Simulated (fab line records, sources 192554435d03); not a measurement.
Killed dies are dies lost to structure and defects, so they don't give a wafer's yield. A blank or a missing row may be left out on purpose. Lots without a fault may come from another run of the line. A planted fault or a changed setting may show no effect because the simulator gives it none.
Problem report in the 8D (eight disciplines) form, filled by code | flow n5_finfet | the parts of the form that need people (team, actions taken, sign-off) are left out

1. THE PROBLEM
rf_fwd_power_W at N5_BEOL_M8_ETCH_65 reads a mean of 662.8 W on 6 wafers of 2 lots; wafers without a fault read 532.2 W with a standard deviation of 2.1. That is +62 standard deviations from the usual mean.
The step: etches SiARC in CF4, target depth 15.6 nm, time 26 s.
First seen on wafer L669.3, day 10 13:51, on rie_diel-06. The record holds 30 wafers of 10 lots with a number at this step. Rule for "out", or "out of limits": more than 4 standard deviations from the usual mean. The other wafers with a number count as sound.

2. WHAT IT IS AND WHAT IT IS NOT
question                    | is                                          | is not
which readings at this step | rf_fwd_power_W, etch_rf_on_time_s, rf_vpp_V | drypump_motor_current_A, throttle_valve_pct
which lots                  | L669, L670                                  | L664, L666, L676, L677, L679, L681, L686, L687
which wafers of those lots  | all that have a number                      | -
read on which tools         | rie_diel-06                                 | rie_diel-01, rie_diel-02
when                        | from day 10 13:51                           | up to then (6 sound wafers); but 18 sound wafers of L676, L677, L679, L681, L686, L687 came after

3. SUSPECTS, AND WHAT RULES EACH OUT
Counting: a tool at a process step up to the reading stays a suspect if it ran every lot that is out and no sound lot after the first of them.
- rie_diel-06 at N5_BEOL_M8_ETCH_65 (etches SiARC in CF4, target depth 15.6 nm, time 26 s): ruled out as a lasting fault. Sound lots L677, L679 ran on it after its first lot that is out, L669 (day 10 13:51).
Left after counting: nothing in the record.

4. THE CAUSE (what the simulator had put in)
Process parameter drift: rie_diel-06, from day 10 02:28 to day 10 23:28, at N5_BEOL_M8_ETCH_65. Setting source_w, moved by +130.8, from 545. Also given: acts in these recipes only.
Counting ruled it out, wrongly.

5. THE CHAIN OF EFFECTS, in route order
Each row: a reading whose mean over the struck wafers that have a number lies more than 3 standard deviations from the usual. Only readings for which the record gives a usual standard deviation are gone through. hours: the time from each lot's start at the first step in this table that gives one to its start at this step, as a median over the lots. sigmas: the change in usual standard deviations.
hours | step               | reading           | usual   | on struck wafers | change | sigmas
0     | N5_BEOL_M8_ETCH_65 | etch_rf_on_time_s | 25.8 s  | 21.6             | -4.2   | -14
0     | N5_BEOL_M8_ETCH_65 | rf_fwd_power_W    | 532.2 W | 662.8            | +130.6 | +62
0     | N5_BEOL_M8_ETCH_65 | rf_vpp_V          | 183.8 V | 169.9            | -13.9  | -13
The process steps in it:
- N5_BEOL_M8_ETCH_65: etches SiARC in CF4, target depth 15.6 nm, time 26 s.

6. WHAT WOULD HAVE CAUGHT IT SOONER
In this record the first reading out of limits was taken at day 10 13:51, 11 hours after the fault began at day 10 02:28.
